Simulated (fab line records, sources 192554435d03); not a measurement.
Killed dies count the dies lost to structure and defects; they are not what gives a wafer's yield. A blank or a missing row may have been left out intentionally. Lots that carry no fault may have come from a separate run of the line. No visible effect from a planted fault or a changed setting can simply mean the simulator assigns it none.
Struck lot and sound lot, side by side    flow n5_finfet    37 steps out of a route of 1938
Sound: wafers L984.1, L984.4, L984.5. Wafers struck: L990.1, L990.4, L990.5. At the end, the cause is stated.
For every step that has rows: the tool of each side, followed by ch and its chambers, followed by its first start. Under that, the readings that differ: sound wafers    struck wafers    difference of the means    sigmas: that difference in standard deviations of wafers without a fault.
alike: a reading whose means differ by less than 2 such deviations, as well as words and numbers matching on both sides. not compared: withheld readings; readings where some wafer has no value; bounds like >300 that might hide an equal value; numbers whose values overlap and for which the record gives no deviation.
The two part at a step that has a row with sigmas, a row that says differs or no value, or rows on one side only. Numbers that have no deviation but don't overlap get no sigmas and don't part them. A reading missing from all wafers of one side parts the sides only when that side holds two or more wafers.

first, 9 steps without rows for these wafers: N5_BEOL_M4_ANNEAL_95 (time 240 s); N5_BEOL_M4_SPUTTER_96 (material Cu, target thk 4.5 nm, time 8.29 s); N5_BEOL_M4_ECD_50 (material Cu, target thk 300 nm); N5_BEOL_M4_ANNEAL_51 (time 90 s); N5_BEOL_M4_CMP_52 (polishes, stops on SiOC, t overpolish 6.8 s, target thk 40 nm); N5_BEOL_M4_PRE_CLEAN_60 (time 15 s); N5_BEOL_M4_CO_CAP_55 (material Co, precursor CCTBA/H2, target thk 2 nm, time 102.1 s); N5_BEOL_M4_PRE_CLEAN_56 (time 15 s); N5_BEOL_M4_DEP_57 (deposits SiCN from 3MS/NH3, target thk 8 nm, time 14 s).
N5_BEOL_M4_RC_MEAS_101:
  sound on prober-01 ch 0, day 8 15:57; struck on prober-01 ch 0, day 10 05:37
  alike: DIBL_N, DIBL_P, IOFF_N, IOFF_P, ION_N, ION_P, SS_N, SS_P, VT_N, VT_P
then, 24 steps without rows for these wafers: N5_BEOL_M5_ILD_DEP_00 (deposits SiCOH lowk from DEMS/porogen, target thk 140.64 nm, time 25.9 s); N5_BEOL_M5_CURE_79 (cures SiCOH lowk, time 240 s); N5_BEOL_M5_PECVD_70 (deposits SiO2 from TEOS/O2, target thk 16 nm, time 18 s); N5_BEOL_M5_HM_DEP_02 (deposits TiN, target thk 20 nm); N5_BEOL_M5_COAT_59 (time 60 s, resist thk 60 nm); N5_BEOL_M5_COAT_60 (time 60 s, resist thk 12 nm); N5_BEOL_M5_COAT_71 (time 60 s, resist thk 5 nm); N5_BEOL_M5_COAT_05 (resist thk 30 nm); N5_BEOL_M5_EBR_07; N5_BEOL_M5_SOFTBAKE_06 (time 60 s); N5_BEOL_M5_EXPOSE_08 (exposes mask M5, target cd 28 nm); N5_BEOL_M5_PEB_09 (peb time 60 s); N5_BEOL_M5_DEVELOP_10 (develop time 30 s); N5_BEOL_M5_DESCUM_16 (chemistry O2, time 7 s); N5_BEOL_M5_ETCH_72 (etches underlayer in N2/H2, target depth 6.5 nm, time 5.2 s); N5_BEOL_M5_ETCH_61 (etches SiARC in CF4, target depth 15.6 nm, time 26 s); N5_BEOL_M5_ETCH_62 (etches SOC in N2/H2, target depth 75 nm, overetch 15 nm, time 112.5 s); N5_BEOL_M5_STRIP_63 (strips in N2/H2); N5_BEOL_M5_STRIP_73 (strips in N2/H2); N5_BEOL_M5_STRIP_64 (strips in CF4); N5_BEOL_M5_HM_OPEN_17 (chemistry Cl2/BCl3, target TiN, target depth 20 nm, overetch 6 nm); N5_BEOL_M5_STRIP_19 (strips in O2); N5_BEOL_M5_COAT_65 (time 60 s, resist thk 60 nm); N5_BEOL_M5_COAT_66 (time 60 s, resist thk 12 nm).
N5_BEOL_M6_ILD_DEP_00: deposits SiCOH lowk from DEMS/porogen, target thk 179.75 nm, time 33.4 s.
  sound on pecvd-01 ch 0,1, day 9 04:10; struck on pecvd-01 ch 1,2, day 10 20:00
  no value came back on the struck wafers for any of 6 readings (chamber_pressure_Torr (Torr), heater_power_outer_w (W) and others); on the sound wafers chamber_pressure_Torr (Torr) reads 4.993 5.028 4.999
  not compared: since_wet_clean_h
N5_BEOL_M6_OCD_MEAS_38:
  struck on ocd-01, day 11 01:49; sound on ocd-02, day 9 10:04
reading               sound           struck  difference                     sigmas
trench_depth_nm (nm)  95.0 95.1 89.3  - - -   no value on the struck wafers  
-- a jump in the record: the struck wafers' starts before and after are 3 days apart (it breaks off in module BEOL_M6 and resumes in module PASSIVATION, where the first step shown is number 1936 of the route) --
N5_PASSIVATION_PROBE_49:
  struck on prober-02, day 14 07:47; sound on prober-02, day 12 21:04
reading                   sound           struck          difference  sigmas
defect_limited_yield (%)  90.0 91.4 90.6  0 0 0           -91         -65
killed_at_M0_to_M3        42 35 31        8 8 12          -27         -3
killed_at_M4_up           22 12 15        1159 1162 1154  +1142       +99 or more
killed_at_front_end       43 42 57        6 6 8           -41         -4
killed_dies               118 101 111     1180 1180 1180  +1070       +63
killed_on_rim             12 12 11        152 152 152     +140        +33
killed_open               71 65 73        18 15 17        -53         -4
killed_short              46 36 38        7 5 10          -33         -4
sort_bin_5_function (%)   6.0 4.6 5.0     71.2 71.2 70.4  +65.7       +66
sort_n_pass               1062 1079 1069  0 0 0           -1070       -63
sort_yield_pct (%)        90.0 91.4 90.6  0 0 0           -91         -60
  alike: killed_at_contacts, killed_at_other, sort_bin_6_memory

== WHERE THEY PART ==
First at N5_BEOL_M6_ILD_DEP_00; last, within this record, at N5_PASSIVATION_PROBE_49.

WHY: whatever the simulator had introduced
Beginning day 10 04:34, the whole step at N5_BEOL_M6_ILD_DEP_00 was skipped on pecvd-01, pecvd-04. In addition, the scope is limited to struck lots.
